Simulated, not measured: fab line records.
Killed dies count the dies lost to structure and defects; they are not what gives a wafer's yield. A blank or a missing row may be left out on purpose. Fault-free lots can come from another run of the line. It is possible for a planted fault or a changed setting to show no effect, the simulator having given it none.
Which of the tools did it?    flow n5_finfet    11 lots, 31 wafers sampled, at 5 steps of a route of 1938

## WHAT THE GAUGES READ, wafer by wafer
N5_BEOL_M13_THK_MEAS_50: measures by xrf. Usual: for M13_THK the level is 424 nm and the standard deviation is 6.5.
lot   measured      on             M13_THK (nm)  flag
L721  day 11 00:13  film_metro-02  427 422 421   
L722  day 11 10:38  film_metro-01  417 424 422   
L725  day 12 07:43  film_metro-01  424 428 422   
L726  day 12 08:14  film_metro-02  424 429 429   
L728  day 12 22:00  film_metro-02  416 433 433   
L729  day 13 10:28  film_metro-02  426 430 411   
L732  day 14 00:46  film_metro-01  426 430 433   
L735  day 14 18:22  film_metro-02  418 419       
L743  day 16 22:41  film_metro-01  426 423 424   
L741  day 17 09:43  film_metro-02  420 425 417   
L742  day 17 12:40  film_metro-01  427 428       

N5_BEOL_M14_CD_MEAS_28 targets a cd of 284.4 nm. Usual: cd_nm reads 284.9 nm (standard deviation 1.7).
lot   measured      on         cd_nm (nm)         flag
L721  day 11 02:00  cd_sem-03  286.0 285.9 285.9  
L722  day 11 12:17  cd_sem-01  284.9 284.8 284.2  
L725  day 12 09:16  cd_sem-02  286.7 286.9 285.4  
L726  day 12 09:47  cd_sem-01  286.9 286.9 284.2  
L728  day 12 23:32  cd_sem-01  284.3 284.7 285.2  
L729  day 13 12:22  cd_sem-01  281.6 295.5 291.0  
L732  day 14 02:34  cd_sem-03  295.4 287.1 285.4  
L735  day 14 20:09  cd_sem-03  292.4 281.9        
L743  day 17 00:29  cd_sem-03  285.4 286.2 286.9  
L741  day 17 11:31  cd_sem-03  285.8 285.4 285.4  
L742  day 17 14:22  cd_sem-02  287.1 286.4        

## TOOL THAT RAN EACH LOT (tool first, then ch and the chambers of the sampled wafers, then the start)
lot   N5_BEOL_M14_ILD_DEP_00           N5_BEOL_M14_STRIP_64                           N5_BEOL_M14_EXPOSE_25
L721  pecvd-04 ch 0,1,2, day 11 00:31  rie_diel-03 ch 0,1,3, day 11 01:51 or earlier  krf_scanner-02 ch 0, day 11 01:51
L722  pecvd-04 ch 0,1,2, day 11 10:49  rie_diel-04 ch 1,2, day 11 12:07 or earlier    krf_scanner-02 ch 0, day 11 12:07
L725  pecvd-02 ch 0,2, day 12 07:54    rie_diel-04 ch 0,3, day 12 09:05 or earlier    krf_scanner-02 ch 0, day 12 09:05
L726  pecvd-02 ch 0,1, day 12 08:26    rie_diel-04 ch 0,2,3, day 12 09:37 or earlier  krf_scanner-02 ch 0, day 12 09:37
L728  pecvd-03 ch 1,2, day 12 22:11    rie_diel-05 ch 0,1,2, day 12 23:22 or earlier  krf_scanner-02 ch 0, day 12 23:22
L729  pecvd-02 ch 0,1,2, day 13 10:40  rie_diel-05 ch 0,1,2, day 13 12:11 or earlier  krf_scanner-02 ch 0, day 13 12:11
L732  pecvd-04 ch 0,1,2, day 14 00:58  rie_diel-03 ch 0,1,2, day 14 02:24 or earlier  krf_scanner-02 ch 0, day 14 02:24
L735  pecvd-02 ch 0,1, day 14 18:33    rie_diel-05 ch 3, day 14 19:59 or earlier      krf_scanner-02 ch 0, day 14 19:59
L743  pecvd-02 ch 0,1,2, day 16 22:53  rie_diel-04 ch 0,1,3, day 17 00:19 or earlier  krf_scanner-01 ch 0, day 17 00:19
L741  pecvd-03 ch 0,2, day 17 09:57    rie_diel-03 ch 1,2, day 17 11:20 or earlier    krf_scanner-01 ch 0, day 17 11:20
L742  pecvd-03 ch 1,2, day 17 12:53    rie_diel-05 ch 1,3, day 17 14:11 or earlier    krf_scanner-02 ch 0, day 17 14:11
- N5_BEOL_M14_ILD_DEP_00: deposits SiO2 from TEOS/O2, target thk 1119.3 nm, time 237.4 s.
- N5_BEOL_M14_STRIP_64: strips in O2.
- N5_BEOL_M14_EXPOSE_25: exposes mask M14, target cd 280 nm.

## AS READ BY THE TOOLS THEMSELVES (means over the sampled wafers that have a number; for cases with no such wafer, the mark the record gives instead)
N5_BEOL_M14_ILD_DEP_00. Usual: heater_power_w 515 W, standard deviation 80; showerhead_plenum_p_Torr 8.335 Torr, standard deviation 0.029; susceptor_temp_C 400.00 C, standard deviation 0.22; throttle_valve_pct 18.8 %, standard deviation 0.86.
lot   tool      heater_power_w (W)  showerhead_plenum_p_Torr (Torr)  susceptor_temp_C (C)  throttle_valve_pct (%)  flag
L721  pecvd-04  473                 8.354                            399.85                18.5                    
L722  pecvd-04  477                 8.363                            399.98                18.6                    
L725  pecvd-02  499                 8.305                            399.84                18.9                    
L726  pecvd-02  484                 8.337                            399.99                18.9                    
L728  pecvd-03  540                 8.329                            399.78                18.3                    
L729  pecvd-02  572                 8.318                            399.97                18.6                    
L732  pecvd-04  417                 8.356                            400.03                18.9                    
L735  pecvd-02  534                 8.325                            399.68                18.6                    
L743  pecvd-02  560                 8.321                            400.35                18.7                    
L741  pecvd-03  545                 8.351                            399.94                18.4                    
L742  pecvd-03  500                 8.332                            400.08                18.8                    

N5_BEOL_M14_STRIP_64. Usual: drypump_motor_current_A 5.8 A, standard deviation 0.43; oes_product_au 0.82 a.u., standard deviation 0.086; rf_vpp_V 3.6 V, standard deviation 0.45; showerhead_plenum_p_Torr 2.12 Torr, standard deviation 0.071; throttle_valve_pct 16.61 %, standard deviation 0.24.
lot   tool         drypump_motor_current_A (A)  oes_product_au (a.u.)  rf_vpp_V (V)  showerhead_plenum_p_Torr (Torr)  throttle_valve_pct (%)  flag
L721  rie_diel-03  5.7                          0.81                   3.8           2.12                             16.62                   
L722  rie_diel-04  5.9                          0.78                   3.9           2.07                             16.58                   
L725  rie_diel-04  6.2                          0.91                   3.4           2.15                             16.77                   
L726  rie_diel-04  5.8                          0.84                   3.5           2.10                             16.77                   
L728  rie_diel-05  5.8                          0.76                   3.6           2.11                             16.53                   
L729  rie_diel-05  5.8                          0.76                   3.8           2.11                             16.55                   
L732  rie_diel-03  5.8                          0.88                   4.2           2.16                             16.37                   
L735  rie_diel-05  5.7                          0.95                   3.9           2.08                             16.43                   
L743  rie_diel-04  6.1                          0.83                   3.6           2.12                             16.72                   
L741  rie_diel-03  5.9                          0.83                   3.4           2.17                             16.45                   
L742  rie_diel-05  5.7                          0.91                   3.9           2.14                             16.39                   

N5_BEOL_M14_EXPOSE_25. Usual: focus_offset_nm 0.0 nm, standard deviation 0.58; reticle_temp_C 22.98 C, standard deviation 0.12.
lot   tool            focus_offset_nm (nm)  reticle_temp_C (C)  flag
L721  krf_scanner-02  -0.3                  23.04               
L722  krf_scanner-02  -0.6                  23.16               
L725  krf_scanner-02  -0.3                  22.82               
L726  krf_scanner-02  -0.5                  22.94               
L728  krf_scanner-02  0.3                   23.18               
L729  krf_scanner-02  -0.4                  23.03               
L732  krf_scanner-02  0.0                   23.06               
L735  krf_scanner-02  -0.2                  22.94               
L743  krf_scanner-01  0.1                   22.91               
L741  krf_scanner-01  -0.1                  22.94               
L742  krf_scanner-02  0.5                   22.81               

## THE ANSWER, worked out from the rows above alone
Rule: a lot counts as off when the mean over its wafers that have a number is more than 3 standard deviations away from the usual mean. Also off: a lot with no number at a reading for which 4 or more lots have one. The other lots that the step has rows for count as sound. Order of review: gauges by route order, followed by the tools' own readings, for which a lot's mean as printed above is used. At the first step where some lot is off, the reading lying furthest off is the one used; lots without a number count as furthest.
No lot is off at any reading shown: from this, nothing can be told.

## WHAT THE SIMULATOR HAD INSERTED
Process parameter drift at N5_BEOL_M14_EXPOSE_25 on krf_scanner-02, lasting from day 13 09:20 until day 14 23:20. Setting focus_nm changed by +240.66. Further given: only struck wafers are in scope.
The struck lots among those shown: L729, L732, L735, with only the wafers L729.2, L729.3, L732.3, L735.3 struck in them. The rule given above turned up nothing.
